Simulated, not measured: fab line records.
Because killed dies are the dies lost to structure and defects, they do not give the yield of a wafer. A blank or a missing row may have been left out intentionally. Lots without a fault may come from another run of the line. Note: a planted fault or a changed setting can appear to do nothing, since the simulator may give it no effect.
Struck lot and sound lot, side by side	flow nand_harc	14 steps out of a route of 1302
Sound: the wafers L762.1, L762.2, L762.6. Struck: wafer L775.3 (left out: L775.2, L775.5 of the same lot, which were not struck); the cause appears at the end.
Order at every step that has rows: each side's tool, ch and its chambers, its first start. Under that, the readings that differ: sound wafers	struck wafers	difference of the means	sigmas: that difference in standard deviations of wafers without a fault.
alike: same words and numbers on both sides, and readings whose means sit less than 2 such deviations apart. not compared: any withheld reading, any reading some wafer has no value for, any bound like >300 that may hide the same value, and any number with overlapping values for which the record gives no deviation.
Wherever a step has rows on one side only, a row that says differs or no value, or a row with sigmas, the two part there. Numbers that don't overlap but have no deviation are shown without sigmas and don't part them. A reading that every wafer of one side lacks parts them only if that side has two wafers or more.

first, 7 steps without rows for these wafers: NHARC_P_BONDPAD_COAT_36 (time 65 s); NHARC_P_BONDPAD_COAT_03 (resist thk 600 nm); NHARC_P_BONDPAD_SOFTBAKE_04 (time 70 s); NHARC_P_BONDPAD_EBR_05; NHARC_P_BONDPAD_EXPOSE_06 (exposes mask P BPAD); NHARC_P_BONDPAD_PEB_07 (peb time 80 s); NHARC_P_BONDPAD_DEVELOP_08 (time 50 s).
NHARC_P_BONDPAD_CD_MEAS_09 targets a cd of 500 nm.
  sound on cd_sem-02 ch 0, day 7 03:47; struck on cd_sem-01 ch 0, day 12 16:37
reading	sound	struck	difference	sigmas
cd_nm (nm)	504.7 506.2 503.2	498.3	-6.4	-3
NHARC_P_BONDPAD_OVL_MEAS_38:
  sound on overlay-01, day 7 03:52; struck on overlay-02, day 12 16:42
reading	sound	struck	difference	sigmas
overlay_y_nm (nm)	3 3 4	-10	-13	-2
  alike: overlay_x_nm
then, 1 step without rows for these wafers: NHARC_P_BONDPAD_HARDBAKE_10 (time 65 s).
NHARC_P_BONDPAD_DESCUM_11: chemistry O2, time 3 s.
  sound on rie_diel-13 ch 0,1,3, day 7 03:59; struck on rie_diel-02 ch 0, day 12 16:49
reading	sound	struck	difference	sigmas
throttle_valve_pct (%)	11.291 11.325 11.309	11.288	-0.020	-2
  alike: drypump_motor_current_A, oes_product_au, rf_vpp_V, showerhead_plenum_p_Torr
  not compared: rf_hours_counter_h
NHARC_P_BONDPAD_ETCH_37: etches the open film in N2/H2, target depth 60 nm, overetch 18 nm, time 65.91 s.
  sound on rie_diel-13 ch 2,3, day 7 04:05; struck on rie_diel-02 ch 3, day 12 16:55
  alike: drypump_motor_current_A, oes_product_au, rf_vpp_V, showerhead_plenum_p_Torr, throttle_valve_pct
  not compared: rf_hours_counter_h
NHARC_P_BONDPAD_ETCH_12: etches the open film in CHF3/O2, target depth 200 nm, time 100 s.
  sound on rie_diel-13 ch 1,3, day 7 04:11; struck on rie_diel-02 ch 0, day 12 17:00
reading	sound	struck	difference	sigmas
oes_product_au (a.u.)	0.939 0.930 0.940	0.860	-0.076	-3
  alike: drypump_motor_current_A, rf_vpp_V, showerhead_plenum_p_Torr, throttle_valve_pct
  not compared: rf_hours_counter_h
NHARC_P_BONDPAD_CD_MEAS_13:
  sound on cd_sem-02, day 7 04:18; struck on cd_sem-02, day 12 17:08
reading	sound	struck	difference	sigmas
cd_nm (nm)	504.3 505.9 501.9	497.3	-6.7	-3

== WHERE THEY PART ==
At NHARC_P_BONDPAD_CD_MEAS_09 first; at NHARC_P_BONDPAD_CD_MEAS_13 last (within this record only).

WHY: the cause the simulator had injected
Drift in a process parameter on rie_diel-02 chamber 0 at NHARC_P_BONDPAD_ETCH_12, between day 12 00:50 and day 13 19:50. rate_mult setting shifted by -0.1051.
